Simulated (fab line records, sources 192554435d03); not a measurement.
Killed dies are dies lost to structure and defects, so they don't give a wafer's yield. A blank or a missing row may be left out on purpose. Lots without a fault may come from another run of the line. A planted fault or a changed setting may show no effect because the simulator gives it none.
fab line records | flow n5_finfet
record lots=10 wafers=29 last_day=17
route steps=1938 shown BEOL_M1@809 BEOL_M4@1111
lots that met no fault: from a run of the same line without faults
start_h: hours from the record's first day to the start of the lot's first wafer shown | wait_h: hours since the lot's step before | " the same as in the row above | L1.1+2: a row that stands for several wafers | - no value, or no start given | * or withheld: withheld | < > ~ a bound
route shown NAME@n: a module of which the file shows steps, and the number in the route of the first | usual: mean/standard deviation of fault-free wafers | same: alike in all rows | chamber/n: place in a boat | sites: the reading at each site | _std_site: their standard deviation | _edge_site: outer sites' mean less inner sites' | radius_mm: how far each site lies from the wafer's centre | mask NAME#n: copy n | behind: the tool/chamber that last shaped the wafer | hold: why the lot was held/for how many hours/how that ended | device: the transistor (n, p or np) that didn't switch | end of line: the same wafers' tests at the end of the route | a step without rows: its recipe alone | killed: dies lost to structure and defects at the first sort, not the wafer's yield | map: a wafer's dies, x killed, . not, _ none there
set.NAME: the setting as run; set.NAME@STEP: as run at that earlier step | model.NAME: the simulator's own value behind a step, which no gauge read
steps of the route over a sample of lots; a table a step, a row a wafer
services: from which hour (start_h, from the record's first day; less than 0 if before it) a tool's chamber was out of use, for how many hours, and why
## steps
# step N5_BEOL_M1_DEGAS_44
# recipe ambient=vacuum temp_c=250 time_s=60
# usual heater_power_w=333/24 susceptor_temp_C=249.99/0.17
# columns lot.wafer tool chamber start_h wait_h heater_power_w susceptor_temp_C
L190.3 pvd_sputter-03 - 127.73 0.3 357 249.98
L190.5 " - " " 309 249.87
L190.6 " - " " 338 250.19
L192.2 pvd_sputter-01 - 143.85 0.0 349 249.92
L192.5 " - " " 293 250.05
L192.6 " - " " 356 249.91
L193.1 pvd_sputter-03 - 151.50 0.6 360 249.59
L193.3 " - " " 351 249.96
L193.6 " - " " 332 250.25
L197.2 pvd_sputter-01 - 176.41 0.3 349 250.08
L197.4 " - " " 325 250.13
L199.3 pvd_sputter-02 - 179.27 0.4 356 249.90
L199.4 " - " " 300 249.74
L199.5 " - " " 319 249.89
L204.1 pvd_sputter-03 - 227.81 0.9 343 250.13
L204.4 " - " " 312 249.98
L204.6 " - " " 339 249.76
L207.2 pvd_sputter-03 - 228.51 0.2 304 249.76
L207.4 " - " " 363 249.96
L207.6 " - " " 336 250.12
L208.1 pvd_sputter-01 - 238.15 0.4 363 249.78
L208.5 " - " " 327 249.99
L208.6 " - " " 285 249.98
L211.2 pvd_sputter-01 - 257.54 3.6 361 249.97
L211.3 " - " " 316 249.89
L211.4 " - " " 346 250.05
L212.2 pvd_sputter-01 - 267.56 0.4 366 249.90
L212.3 " - " " 348 250.03
L212.6 " - " " 327 250.03
# step N5_BEOL_M1_SPUTTER_79
# recipe material=Cu target_thk_a=45 temp_c=-20 chamber_pressure_pa=0.07 power_w=withheld time_s=8.29
# usual susceptor_temp_C=-20.01/0.11 throttle_valve_pct=29.6/1.2
# columns lot.wafer tool chamber start_h wait_h susceptor_temp_C throttle_valve_pct
L190.3 pvd_sputter-01 - 129.33 0.1 -20.02 27.9
L190.5 " - " " -20.07 28.0
L190.6 " - " " -19.93 30.5
L192.2 pvd_sputter-01 - 144.62 0.1 -20.02 30.4
L192.5 " - " " -20.16 29.5
L192.6 " - " " -19.97 29.0
L193.1 pvd_sputter-03 - 152.52 0.1 -20.04 29.6
L193.3 " - " " -20.02 32.2
L193.6 " - " " -20.08 32.2
L197.2 pvd_sputter-03 - 178.35 0.1 -20.11 32.0
L197.4 " - " " -20.00 28.8
L199.3 pvd_sputter-02 - 180.17 0.1 -19.93 28.5
L199.4 " - " " -20.11 28.5
L199.5 " - " " -19.75 28.7
L204.1 pvd_sputter-02 - 228.72 0.1 -19.98 28.8
L204.4 " - " " -20.10 29.1
L204.6 " - " " -19.97 28.5
L207.2 pvd_sputter-03 - 229.69 0.1 -19.84 30.0
L207.4 " - " " -19.84 29.3
L207.6 " - " " -19.93 29.7
L208.1 pvd_sputter-03 - 239.04 0.1 -20.19 32.1
L208.5 " - " " -19.97 29.7
L208.6 " - " " -19.86 32.1
L211.2 pvd_sputter-01 - 258.38 0.1 -20.21 30.6
L211.3 " - " " -19.80 28.1
L211.4 " - " " -20.07 28.6
L212.2 pvd_sputter-01 - 268.48 0.1 -20.02 28.0
L212.3 " - " " -20.07 30.6
L212.6 " - " " -19.91 30.3
# step N5_BEOL_M1_ANNEAL_80
# recipe temp_c=400 time_s=240 ambient=vacuum
# usual heater_power_w=824/62 susceptor_temp_C=400.00/0.22
# columns lot.wafer tool chamber start_h wait_h heater_power_w susceptor_temp_C
L190.3 pvd_sputter-01 - 129.41 0.0 806 400.10
L190.5 " - " " 794 399.93
L190.6 " - " " 855 400.04
L192.2 pvd_sputter-01 - 144.70 0.0 853 399.80
L192.5 " - " " 919 399.55
L192.6 " - " " 737 400.09
L193.1 pvd_sputter-03 - 152.60 0.0 766 399.95
L193.3 " - " " 830 400.03
L193.6 " - " " 841 400.23
L197.2 pvd_sputter-03 - 178.43 0.0 829 399.82
L197.4 " - " " 911 399.96
L199.3 pvd_sputter-02 - 180.25 0.0 784 399.61
L199.4 " - " " 763 400.52
L199.5 " - " " 782 399.82
L204.1 pvd_sputter-02 - 228.80 0.0 787 400.02
L204.4 " - " " 881 399.93
L204.6 " - " " 779 399.83
L207.2 pvd_sputter-03 - 229.77 0.0 880 399.63
L207.4 " - " " 742 399.98
L207.6 " - " " 739 399.98
L208.1 pvd_sputter-03 - 239.12 0.0 825 400.01
L208.5 " - " " 773 399.84
L208.6 " - " " 843 399.82
L211.2 pvd_sputter-01 - 258.46 0.0 862 400.17
L211.3 " - " " 782 399.85
L211.4 " - " " 733 400.01
L212.2 pvd_sputter-01 - 268.56 0.0 808 400.18
L212.3 " - " " 875 399.99
L212.6 " - " " 869 399.85
# step N5_BEOL_M1_CMP_52
# recipe stop_on=SiOC t_overpolish_s=6.8 down_force_psi=1 platen_rpm=50 clearing_platen_down_force_psi=1.5 clearing_platen_rpm=50 post_cmp_clean=cu_alkaline target_thk_nm=40 clearing_platen_pad_velocity_m_s=0.99484 pad_velocity_m_s=0.99484
# usual barrier_field_endpoint_s=24.6/0.78 head_pressure_psi=1.0002/0.0023 motor_current_A=6.0/0.66 overpolish_run_s=6.799/0.0091 time_to_endpoint_s=62/3.6
# columns lot.wafer tool chamber start_h wait_h barrier_field_endpoint_s head_pressure_psi motor_current_A overpolish_run_s time_to_endpoint_s
L190.3 cmp-01 2 131.67 0.3 25.4 1.0000 7.2 6.808 66
L190.6 " 1 " " 24.7 0.9981 6.0 6.785 58
L190.5 " 2 " " 25.5 1.0008 7.3 6.802 63
L192.2 cmp-04 2 146.69 0.2 24.8 0.9982 5.6 6.790 59
L192.5 " 1 " " 24.7 0.9999 6.1 6.805 62
L192.6 " 2 " " 24.9 1.0005 5.6 6.806 60
L193.3 cmp-02 1 154.55 0.2 24.3 0.9987 4.7 6.796 59
L193.1 " 3 " " 25.1 1.0022 6.3 6.799 64
L193.6 " 1 " " 24.0 0.9975 4.7 6.784 59
L197.4 cmp-04 1 180.42 0.2 25.2 0.9999 6.6 6.801 61
L197.2 " 2 " " 24.3 1.0003 5.6 6.786 64
L199.3 cmp-04 0 182.47 0.2 24.7 1.0050 6.0 6.803 62
L199.4 " 1 " " 24.8 1.0014 6.4 6.796 64
L199.5 " 3 " " 24.3 0.9994 7.0 6.791 59
L204.1 cmp-04 2 230.75 0.3 22.9 0.9990 5.7 6.793 59
L204.4 " 1 " " 23.8 0.9992 6.5 6.816 62
L204.6 " 3 " " 23.3 1.0035 6.6 6.800 57
L207.4 cmp-04 1 231.78 0.2 20.4 1.1931 7.1 6.807 57
L207.2 " 2 " " 19.7 1.1976 5.9 6.783 57
L207.6 " 0 " " 20.4 1.1895 5.8 6.800 57
L208.1 cmp-04 3 241.11 0.3 19.9 1.1918 7.4 6.807 60
L208.6 " 2 " " 21.6 1.1903 6.0 6.793 65
L208.5 " 3 " " 20.1 1.1928 7.4 6.798 59
L211.4 cmp-02 1 260.44 0.1 25.1 1.0001 4.9 6.813 63
L211.3 " 3 " " 25.8 0.9978 6.6 6.808 65
L211.2 " 0 " " 24.6 1.0050 6.3 6.791 62
L212.2 cmp-02 3 270.72 0.4 25.5 1.0003 6.5 6.793 64
L212.3 " 0 " " 25.1 0.9998 6.1 6.800 60
L212.6 " 2 " " 24.4 0.9989 5.4 6.802 63
# step N5_BEOL_M4_RC_MEAS_101
# usual DIBL_N=36.3/1.6 DIBL_P=36.2/2.1 IOFF_N=0.16/0.031 IOFF_P=0.21/0.034 ION_N=673/11 ION_P=461/7.4 SS_N=71.6/0.55 SS_P=73.3/0.66 VT_N=251/3.2 VT_P=-251/3.5
# columns lot.wafer tool chamber start_h wait_h DIBL_N[mV/V] DIBL_P[mV/V] IOFF_N[nA/um] IOFF_P[nA/um] ION_N[uA/um] ION_P[uA/um] SS_N[mV/dec] SS_P[mV/dec] VT_N[mV] VT_P[mV]
L190.3 prober-02 0 159.98 0.3 36.3 36.0 0.14 0.21 683 471 71.0 73.8 254 -254
L190.5 " 0 " " 36.8 36.5 0.14 0.21 665 462 71.5 73.4 253 -253
L190.6 " 0 " " 38.4 37.9 0.17 0.25 676 464 71.2 74.0 250 -251
L192.2 prober-01 0 180.04 0.2 37.1 37.1 0.18 0.21 673 458 72.1 74.2 248 -250
L192.5 " 0 " " 34.0 33.1 0.12 0.16 648 447 71.8 72.7 254 -255
L192.6 " 0 " " 35.2 35.2 0.15 0.18 679 456 72.0 73.1 250 -254
L193.1 prober-02 0 185.05 0.0 36.0 35.8 0.14 0.22 661 460 72.0 73.4 255 -250
L193.3 " 0 " " 38.8 39.2 0.20 0.28 679 467 71.9 74.3 249 -244
L193.6 " 0 " " 38.9 39.4 0.19 0.28 675 473 72.2 74.7 248 -244
L197.2 prober-01 0 209.78 0.2 34.9 32.9 0.12 0.18 653 457 71.0 73.2 255 -252
L197.4 " 0 " " 35.7 33.0 0.14 0.19 677 462 70.8 72.8 251 -253
L199.3 prober-01 0 211.20 0.3 34.6 34.2 0.14 0.17 675 458 71.9 73.1 252 -255
L199.4 " 0 " " 36.0 36.7 0.18 0.20 683 469 71.6 73.8 249 -251
L199.5 " 0 " " 35.9 36.5 0.17 0.20 694 469 72.3 74.3 249 -252
L204.1 prober-02 0 256.65 0.0 36.4 34.9 0.15 0.19 674 457 71.6 72.7 248 -251
L204.4 " 0 " " 34.2 32.6 0.12 0.16 643 451 71.2 71.4 255 -251
L204.6 " 0 " " 34.8 34.5 0.14 0.19 660 459 70.7 73.0 253 -252
L207.2 prober-01 0 261.83 0.2 37.7 38.2 0.18 0.22 687 465 71.7 73.5 249 -252
L207.4 " 0 " " 37.0 36.0 0.15 0.20 668 461 72.2 73.6 250 -255
L207.6 " 0 " " 38.1 37.4 0.19 0.23 676 464 72.0 73.1 250 -248
L208.1 prober-01 0 268.94 0.0 36.5 37.0 0.16 0.20 669 462 72.3 73.6 251 -249
L208.5 " 0 " " 36.2 36.8 0.15 0.20 665 460 71.2 73.7 251 -251
L208.6 " 0 " " 35.5 34.7 0.13 0.17 661 452 71.5 73.0 256 -253
L211.2 prober-01 0 295.65 0.2 34.2 32.7 0.10 0.14 656 455 70.4 71.8 257 -254
L211.3 " 0 " " 37.2 37.0 0.15 0.19 667 456 71.2 72.6 251 -253
L211.4 " 0 " " 36.9 36.4 0.14 0.19 666 463 71.6 72.9 252 -255
L212.2 prober-01 0 298.01 0.2 37.9 38.5 0.19 0.23 687 466 71.7 74.6 248 -249
L212.3 " 0 " " 39.1 41.1 0.23 0.28 697 472 73.3 74.0 245 -248
L212.6 " 0 " " 39.1 41.7 0.25 0.29 708 478 72.5 74.3 243 -248
## services
# columns tool chamber start_h hours kind
cmp-04 - 103.77 - consumable_replace:conditioner
cmp-04 - 103.77 - consumable_replace:pad
pvd_sputter-03 - 116.95 1.2 repair
cmp-02 - 134.22 4.5 pm
cmp-01 - 167.23 2.6 repair
cmp-04 - 170.48 3.3 repair
cmp-01 - 176.94 11.4 pm
cmp-04 - 187.98 1.9 repair
cmp-02 - 188.39 11.7 pm
cmp-02 - 200.59 4.0 pm
cmp-02 - 204.59 - consumable_replace:conditioner
cmp-02 - 204.59 - consumable_replace:pad
cmp-02 - 237.54 0.3 repair
cmp-01 - 246.07 4.0 pm
cmp-01 - 250.07 - consumable_replace:conditioner
cmp-01 - 250.07 - consumable_replace:pad
cmp-01 - 266.75 7.0 pm
## key
first_sign step=N5_BEOL_M1_CMP_52 reading=head_pressure_psi direction=up sigmas=84 usual=1.0002 struck=1.1925
effect step=N5_BEOL_M1_CMP_52 reading=barrier_field_endpoint_s direction=down sigmas=5.4 usual=24.6 struck=20.4
met_at N5_BEOL_M1_CMP_52
struck_lots L207,L208
not_acting_at N5_BEOL_M1_DEGAS_44,N5_BEOL_M1_SPUTTER_79,N5_BEOL_M1_ANNEAL_80
onset_between 230.75 231.78
fault kind=process_parameter_drift tool=cmp-04 chamber=- onset_h=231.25 steps=N5_BEOL_M1_CMP_52 channel=down_force_psi offset=0.19329 shape=step end_h=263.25 acts_in=these_recipes_only stated=1
